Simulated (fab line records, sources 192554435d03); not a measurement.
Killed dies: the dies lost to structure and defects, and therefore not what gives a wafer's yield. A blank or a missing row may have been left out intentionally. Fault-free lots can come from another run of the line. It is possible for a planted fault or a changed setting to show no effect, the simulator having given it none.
Split-lot experiment / flow n5 finfet / 21 wafers read across 7 lots, on a route 1938 steps long

== THE SPLIT ==
At N5_WELL_APT_EXPOSE_05 (exposes mask NWELL, defocus 0 nm, target cd 200 nm), the setting dose mj was moved away from the recipe's 20.3 on 7 of the 21 wafers read, by -6.7% to +6.0%. All remaining wafers had this setting at the recipe value.

== FROM THE SPLIT TO THE READING: what the file shows between them, 3 steps ==
- N5_WELL_APT_PEB_06: peb time 90 s
- N5_WELL_APT_DEVELOP_07: develop time 45 s
- N5_WELL_APT_HARDBAKE_12: time 120 s

== THE READING ==
cd nm (nm) at N5_WELL_APT_CD_MEAS_08, where the cd target is 200 nm. A value of 199.8 nm with a standard deviation of 1.8 nm is what fault-free wafers of this fab line usually give.

wafer=L075.1; tool, chamber at the split=krf scanner-02, 0; dose mj as run=20.88; against the recipe=+2.9%; cd nm, nm=204.4; against lot-mates on the recipe=+7.7
wafer=L075.2; tool, chamber at the split=krf scanner-02, 0; dose mj as run=20.3; against the recipe=recipe; cd nm, nm=196.7; against lot-mates on the recipe=-
wafer=L075.5; tool, chamber at the split=krf scanner-02, 0; dose mj as run=20.88; against the recipe=+2.9%; cd nm, nm=199.0; against lot-mates on the recipe=+2.3
wafer=L078.1; tool, chamber at the split=krf scanner-02, 0; dose mj as run=20.3; against the recipe=recipe; cd nm, nm=197.6; against lot-mates on the recipe=-
wafer=L078.2; tool, chamber at the split=krf scanner-02, 0; dose mj as run=20.3; against the recipe=recipe; cd nm, nm=200.5; against lot-mates on the recipe=-
wafer=L078.5; tool, chamber at the split=krf scanner-02, 0; dose mj as run=20.3; against the recipe=recipe; cd nm, nm=200.4; against lot-mates on the recipe=-
wafer=L079.2; tool, chamber at the split=krf scanner-02, 0; dose mj as run=20.3; against the recipe=recipe; cd nm, nm=195.3; against lot-mates on the recipe=-
wafer=L079.3; tool, chamber at the split=krf scanner-02, 0; dose mj as run=20.3; against the recipe=recipe; cd nm, nm=196.1; against lot-mates on the recipe=-
wafer=L079.4; tool, chamber at the split=krf scanner-02, 0; dose mj as run=20.3; against the recipe=recipe; cd nm, nm=199.1; against lot-mates on the recipe=-
wafer=L085.1; tool, chamber at the split=krf scanner-02, 0; dose mj as run=20.3; against the recipe=recipe; cd nm, nm=198.8; against lot-mates on the recipe=-
wafer=L085.5; tool, chamber at the split=krf scanner-02, 0; dose mj as run=20.3; against the recipe=recipe; cd nm, nm=198.1; against lot-mates on the recipe=-
wafer=L085.6; tool, chamber at the split=krf scanner-02, 0; dose mj as run=20.3; against the recipe=recipe; cd nm, nm=198.3; against lot-mates on the recipe=-
wafer=L090.2; tool, chamber at the split=krf scanner-01, 0; dose mj as run=18.93; against the recipe=-6.7%; cd nm, nm=190.7; against lot-mates on the recipe=-10.7
wafer=L090.5; tool, chamber at the split=krf scanner-01, 0; dose mj as run=20.3; against the recipe=recipe; cd nm, nm=202.6; against lot-mates on the recipe=-
wafer=L090.6; tool, chamber at the split=krf scanner-01, 0; dose mj as run=20.3; against the recipe=recipe; cd nm, nm=200.1; against lot-mates on the recipe=-
wafer=L096.1; tool, chamber at the split=krf scanner-02, 0; dose mj as run=21.16; against the recipe=+4.2%; cd nm, nm=209.6; against lot-mates on the recipe=no lot-mate on the recipe
wafer=L096.4; tool, chamber at the split=krf scanner-02, 0; dose mj as run=21.16; against the recipe=+4.2%; cd nm, nm=212.5; against lot-mates on the recipe=no lot-mate on the recipe
wafer=L096.6; tool, chamber at the split=krf scanner-02, 0; dose mj as run=21.16; against the recipe=+4.2%; cd nm, nm=208.2; against lot-mates on the recipe=no lot-mate on the recipe
wafer=L097.1; tool, chamber at the split=krf scanner-01, 0; dose mj as run=20.3; against the recipe=recipe; cd nm, nm=198.8; against lot-mates on the recipe=-
wafer=L097.2; tool, chamber at the split=krf scanner-01, 0; dose mj as run=21.51; against the recipe=+6.0%; cd nm, nm=208.4; against lot-mates on the recipe=+9.5
wafer=L097.4; tool, chamber at the split=krf scanner-01, 0; dose mj as run=20.3; against the recipe=recipe; cd nm, nm=199.1; against lot-mates on the recipe=-

THE FIT
A straight line over all 21 wafers: cd nm changes by +1.75 nm for each +1% of dose mj; r = +0.87; the points scatter about the line by 2.7 nm.
The same after taking each lot's own level away (the mean of its wafers on the recipe; 18 wafers): +1.61 nm for each +1%; r = +0.94; scatter 1.4 nm.
According to that fit, moving dose mj by its largest amount changes the reading by 11 nm.
From 196.70 to 201.35 nm: that is the span of the lots' own levels, equal to 2.6 times the standard deviation above.
The two slopes are in agreement: the lot-to-lot level therefore moves the slope only a little.
Check: with one of the wafers moved furthest among these (-6.7%) left out of the fit, the line predicts -11 nm for it against its lot-mates. It came out at -10.7 nm against them.

== FURTHER SPLITS ON THESE WAFERS ==
Before the reading, these wafers also passed through other splits. Each is held against what the fit with the lots' levels taken away leaves over:
other split on the same wafers=N5_ZERO_LAYER_COAT_05 spin rpm; wafers away from the commonest value=7; r with cd nm (lot level and that fit taken away)=+0.26
other split on the same wafers=N5_ZERO_LAYER_EXPOSE_08 dose mj; wafers away from the commonest value=9; r with cd nm (lot level and that fit taken away)=-0.05
other split on the same wafers=N5_WELL_APT_COAT_02 spin rpm; wafers away from the commonest value=7; r with cd nm (lot level and that fit taken away)=+0.24

== THE WHOLE CHAIN: every reading that the file lists as answering this split, in the file's order ==
step=N5_WELL_APT_CD_MEAS_08; what it does=target cd 200 nm; reading=cd nm; change (the file's fit)=+1.59 nm for each +1% of the setting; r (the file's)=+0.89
step=N5_WELL_APT_DESCUM_13; what it does=chemistry O2, time 7.9 s; reading=WELL_APT.cd nm (the simulator's own value, which no gauge read); change (the file's fit)=+1.58 nm for each +1% of the setting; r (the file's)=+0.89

== THE FILE'S OWN FIT ==
cd nm changes by +1.59 nm for each +1% of dose mj, r = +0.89.
